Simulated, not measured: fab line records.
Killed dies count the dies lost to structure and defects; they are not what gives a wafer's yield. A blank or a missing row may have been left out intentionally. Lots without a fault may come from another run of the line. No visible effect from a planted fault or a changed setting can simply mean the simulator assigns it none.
fab line records | flow n5-finfet
[record] lots = 6 wafers = 18 last-day = 17
route steps=1938 shown BEOL_M1@812 BEOL_M4@1111
lots untouched by any fault: they come from a run of this same line in which no faults occurred
start-h: hours from the record's opening day to when the first of the lot's shown wafers began | wait-h: time in hours since the lot's previous step | " unchanged from the row above | L1.1+2: several wafers, shown together as one row | - no value, or no start was given | * or withheld: withheld | < > ~ a bound
route shown NAME@n: names a module that has steps shown in the file, with the first one's number in the route | usual: mean/standard deviation taken from wafers without a fault | same: alike in all rows | chamber/n: place in a boat | sites: per-site readings | _std_site: standard deviation of those values | _edge_site: inner sites' mean taken away from outer sites' mean | radius-mm: how far each site lies from the wafer's centre | mask NAME#n: copy n | behind: the most recent tool/chamber to have shaped the wafer | hold: reason for holding the lot/hours on hold/outcome of the hold | device: the n, p or np transistor that did not switch | end of line: at the end of the route, the tests of the same wafers | a step given without rows: its recipe and nothing more | killed: the dies lost at the first sort to structure and to defects; this is not the yield of the wafer | map: a wafer's dies, x killed, . not, _ none there
set.NAME: the setting as run; set.NAME@STEP: as run at that earlier step | model.NAME: the simulator's own value behind a step, which no gauge read
lots seen at some steps along the route; tables by step, rows by wafer
[[steps]]
[step N5_BEOL_M1_SURFACE_TREAT_85]
[recipe] gas = Ar time-s = * ion-energy-ev = * ion-current-ma-cm2 = 0.5 pressure-mtorr = * ar-flow-sccm = 30
[step N5_BEOL_M1_CVD_47]
[recipe] material = Co target-thk-a = 30 temp-c = withheld precursor = CCTBA/H2 pressure-torr = 30 time-s = 223.8
[step N5_BEOL_M1_SPUTTER_48]
[recipe] material = Cu target-thk-a = 45 temp-c = -20 chamber-pressure-pa = 0.07 power-w = withheld time-s = 8.29
[step N5_BEOL_M1_ANNEAL_49]
[recipe] temp-c = 400 time-s = 240 ambient = vacuum
[step N5_BEOL_M1_SPUTTER_79]
[recipe] material = Cu target-thk-a = 45 temp-c = -20 chamber-pressure-pa = 0.07 power-w = withheld time-s = 8.29
[usual] chamber-pressure-pa = 0.07002/0.00014 throttle-valve-pct = 30.6/0.74
// columns lot.wafer tool chamber start-h wait-h chamber-pressure-pa throttle-valve-pct
L679.1 pvd-sputter-03 - 134.13 0.1 0.06964 30.4
L679.2 " - " " 0.07 31.2
L679.4 " - " " 0.06985 31.2
L690.1 pvd-sputter-03 - 207.75 0.1 0.06992 31.2
L690.2 " - " " 0.06994 31.7
L690.5 " - " " 0.06986 31.1
L692.1 pvd-sputter-01 - 210.31 0.1 0.07005 30.7
L692.4 " - " " 0.0702 29.8
L692.5 " - " " 0.07003 29.7
L693.1 pvd-sputter-03 - 213.98 0.1 0.06992 30.5
L693.2 " - " " 0.07015 31.8
L693.3 " - " " 0.06985 31.1
L697.1 pvd-sputter-03 - 232.16 0.1 0.07005 30.7
L697.4 " - " " 0.0699 31.7
L697.5 " - " " 0.06999 31.4
L699.3 pvd-sputter-01 - 248.44 0.1 0.06992 29.6
L699.4 " - " " 0.06989 30.7
L699.5 " - " " 0.07001 30.4
[step N5_BEOL_M1_ANNEAL_80]
[recipe] temp-c = 400 time-s = 240 ambient = vacuum
[usual] heater-power-w = 853/100
// columns lot.wafer tool chamber start-h wait-h heater-power-w
L679.1 pvd-sputter-03 - 134.21 0.0 742
L679.2 " - " " 942
L679.4 " - " " 1037
L690.1 pvd-sputter-03 - 207.83 0.0 1022
L690.2 " - " " 865
L690.5 " - " " 1053
L692.1 pvd-sputter-01 - 210.39 0.0 859
L692.4 " - " " 888
L692.5 " - " " 730
L693.1 pvd-sputter-03 - 214.06 0.0 726
L693.2 " - " " 865
L693.3 " - " " 955
L697.1 pvd-sputter-03 - 232.24 0.0 745
L697.4 " - " " 856
L697.5 " - " " 1017
L699.3 pvd-sputter-01 - 248.52 0.0 744
L699.4 " - " " 887
L699.5 " - " " 735
[step N5_BEOL_M1_SPUTTER_81]
[recipe] material = Cu target-thk-a = 45 temp-c = -20 chamber-pressure-pa = 0.07 power-w = withheld time-s = 8.29
[usual] chamber-pressure-pa = 0.07003/0.00015 throttle-valve-pct = 30.6/0.77
// columns lot.wafer tool chamber start-h wait-h chamber-pressure-pa throttle-valve-pct
L679.1 pvd-sputter-03 - 149.25 15.0 0.0701 30.7
L679.2 " - " " 0.07006 31.5
L679.4 " - " " 0.07007 31.3
L690.1 pvd-sputter-03 - 207.97 0.1 0.07009 31.3
L690.2 " - " " 0.06987 31.8
L690.5 " - " " 0.0699 31.3
L692.1 pvd-sputter-01 - 210.53 0.1 0.0701 31.1
L692.4 " - " " 0.0701 29.8
L692.5 " - " " 0.06989 29.8
L693.1 pvd-sputter-03 - 214.20 0.1 0.07013 30.6
L693.2 " - " " 0.06996 32.0
L693.3 " - " " 0.07007 31.1
L697.1 pvd-sputter-03 - 232.38 0.1 0.07007 30.3
L697.4 " - " " 0.06994 31.7
L697.5 " - " " 0.07013 31.0
L699.3 pvd-sputter-01 - 248.66 0.1 0.07016 29.9
L699.4 " - " " 0.06997 30.8
L699.5 " - " " 0.07015 30.7
[step N5_BEOL_M1_ANNEAL_82]
[recipe] temp-c = 400 time-s = 240 ambient = vacuum
[step N5_BEOL_M1_SPUTTER_86]
[recipe] material = Cu target-thk-a = 45 temp-c = -20 chamber-pressure-pa = 0.07 power-w = withheld time-s = 8.29
[step N5_BEOL_M1_ANNEAL_87]
[recipe] temp-c = 400 time-s = 240 ambient = vacuum
[step N5_BEOL_M1_SPUTTER_88]
[recipe] material = Cu target-thk-a = 45 temp-c = -20 chamber-pressure-pa = 0.07 power-w = withheld time-s = 8.29
[usual] chamber-pressure-pa = 0.06999/0.00014 throttle-valve-pct = 30.6/0.74
// columns lot.wafer tool chamber start-h wait-h chamber-pressure-pa throttle-valve-pct
L679.1 pvd-sputter-03 - 149.69 0.1 0.0699 30.6
L679.2 " - " " 0.07001 31.3
L679.4 " - " " 0.06994 31.0
L690.1 pvd-sputter-03 - 208.41 0.1 0.06993 31.2
L690.2 " - " " 0.07004 31.9
L690.5 " - " " 0.06982 31.4
L692.1 pvd-sputter-01 - 210.97 0.1 0.07005 31.0
L692.4 " - " " 0.07003 29.6
L692.5 " - " " 0.06974 29.8
L693.1 pvd-sputter-03 - 214.64 0.1 0.06995 30.3
L693.2 " - " " 0.07012 31.6
L693.3 " - " " 0.07011 31.1
L697.1 pvd-sputter-03 - 232.82 0.1 0.07006 30.8
L697.4 " - " " 0.06999 31.6
L697.5 " - " " 0.07014 31.0
L699.3 pvd-sputter-01 - 249.10 0.1 0.07005 29.9
L699.4 " - " " 0.0699 30.8
L699.5 " - " " 0.07009 30.4
[step N5_BEOL_M1_ANNEAL_89]
[recipe] temp-c = 400 time-s = 240 ambient = vacuum
[usual] heater-power-w = 854/100
// columns lot.wafer tool chamber start-h wait-h heater-power-w
L679.1 pvd-sputter-03 - 149.77 0.0 741
L679.2 " - " " 946
L679.4 " - " " 1056
L690.1 pvd-sputter-03 - 208.49 0.0 1055
L690.2 " - " " 887
L690.5 " - " " 1045
L692.1 pvd-sputter-01 - 211.05 0.0 881
L692.4 " - " " 878
L692.5 " - " " 734
L693.1 pvd-sputter-03 - 214.72 0.0 747
L693.2 " - " " 859
L693.3 " - " " 939
L697.1 pvd-sputter-03 - 232.90 0.0 730
L697.4 " - " " 860
L697.5 " - " " 1031
L699.3 pvd-sputter-01 - 249.18 0.0 717
L699.4 " - " " 866
L699.5 " - " " 742
[step N5_BEOL_M1_SPUTTER_90]
[recipe] material = Cu target-thk-a = 45 temp-c = -20 chamber-pressure-pa = 0.07 power-w = withheld time-s = 8.29
[usual] chamber-pressure-pa = 0.06999/0.00013 throttle-valve-pct = 30.6/0.74
// columns lot.wafer tool chamber start-h wait-h chamber-pressure-pa throttle-valve-pct
L679.1 pvd-sputter-03 - 149.91 0.1 0.07011 30.5
L679.2 " - " " 0.0699 31.3
L679.4 " - " " 0.07008 31.4
L690.1 pvd-sputter-03 - 208.63 0.1 0.07002 31.2
L690.2 " - " " 0.07003 31.8
L690.5 " - " " 0.06987 31.3
L692.1 pvd-sputter-01 - 211.19 0.1 0.07014 30.9
L692.4 " - " " 0.06981 29.4
L692.5 " - " " 0.07011 29.7
L693.1 pvd-sputter-03 - 214.86 0.1 0.05323 35.1
L693.2 " - " " 0.05302 36.8
L693.3 " - " " 0.05288 36.2
L697.1 pvd-sputter-03 - 233.04 0.1 0.05303 35.4
L697.4 " - " " 0.0531 36.7
L697.5 " - " " 0.05298 36.2
L699.3 pvd-sputter-01 - 249.32 0.1 0.07001 29.8
L699.4 " - " " 0.06996 30.8
L699.5 " - " " 0.0698 30.5
[step N5_BEOL_M1_ANNEAL_91]
[recipe] temp-c = 400 time-s = 240 ambient = vacuum
[step N5_BEOL_M4_RC_MEAS_101]
[usual] DIBL_N = 36.3/1.4 DIBL_P = 35.7/1.5 IOFF_N = 0.155/0.022 IOFF_P = 0.204/0.027 ION_N = 671/9 ION_P = 459/6.2 SS_N = 71.5/0.54 SS_P = 73.1/0.56 VT_N = 250.2/2.6 VT_P = -251/3.3
// columns lot.wafer tool chamber start-h wait-h DIBL_N[mV/V] DIBL_P[mV/V] IOFF_N[nA/um] IOFF_P[nA/um] ION_N[uA/um] ION_P[uA/um] SS_N[mV/dec] SS_P[mV/dec] VT_N[mV] VT_P[mV]
L679.1 prober-01 0 185.04 0.0 33.0 32.0 0.114 0.177 669 461 70.5 71.4 252.3 -252
L679.2 " 0 " " 36.3 34.8 0.167 0.214 673 455 71.9 72.9 247.1 -250
L679.4 " 0 " " 35.7 34.8 0.154 0.214 676 465 71.2 73.5 248.4 -249
L690.1 prober-01 0 240.02 0.0 36.2 35.9 0.154 0.186 687 469 72.3 73.5 252.0 -255
L690.2 " 0 " " 37.0 37.1 0.170 0.207 688 461 71.7 73.7 252.4 -252
L690.5 " 0 " " 36.7 36.6 0.157 0.198 679 463 72.0 72.9 248.4 -253
L692.1 prober-01 0 247.62 0.0 34.2 32.3 0.129 0.159 672 462 71.0 73.0 253.5 -258
L692.4 " 0 " " 34.3 32.2 0.132 0.155 667 455 70.7 73.5 253.5 -256
L692.5 " 0 " " 36.0 34.0 0.154 0.178 678 452 72.5 73.5 252.0 -256
L693.1 prober-01 0 253.09 0.0 38.4 35.7 0.183 0.193 682 453 72.0 73.8 246.3 -253
L693.2 " 0 " " 35.8 34.0 0.140 0.165 666 454 71.2 72.9 252.3 -256
L693.3 " 0 " " 34.6 32.4 0.125 0.148 664 452 70.7 72.7 250.8 -256
L697.1 prober-01 0 274.32 0.0 35.4 35.2 0.139 0.192 674 453 71.2 73.7 252.0 -251
L697.4 " 0 " " 38.4 37.3 0.197 0.237 677 459 72.3 73.3 249.3 -250
L697.5 " 0 " " 34.9 34.4 0.131 0.195 666 458 71.2 72.7 251.6 -250
L699.3 prober-01 0 293.95 0.3 37.5 36.5 0.166 0.207 666 454 71.8 73.5 249.8 -253
L699.4 " 0 " " 38.1 36.8 0.177 0.211 662 452 72.6 73.9 250.0 -251
L699.5 " 0 " " 35.4 33.8 0.134 0.168 666 455 71.6 72.8 251.6 -254
[[key]]
[first-sign] step = N5_BEOL_M1_SPUTTER_90 reading = chamber-pressure-pa direction = down sigmas = 99+ usual = 0.06999 struck = 0.05304
[effect] step = N5_BEOL_M1_SPUTTER_90 reading = throttle-valve-pct direction = up sigmas = 7.3 usual = * struck = *
met-at N5_BEOL_M1_SPUTTER_90
struck-wafers L693.1,L693.2,L693.3,L697.1,L697.4,L697.5
onset-between 208.63 214.86
[fault] kind = process-parameter-drift tool = pvd-sputter-03 chamber = - onset-h = 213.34 steps = N5_BEOL_M1_SPUTTER_90 channel = chamber-pressure-pa offset = -0.016938 shape = step end-h = 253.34 acts-in = these-recipes-only stated = 0.07
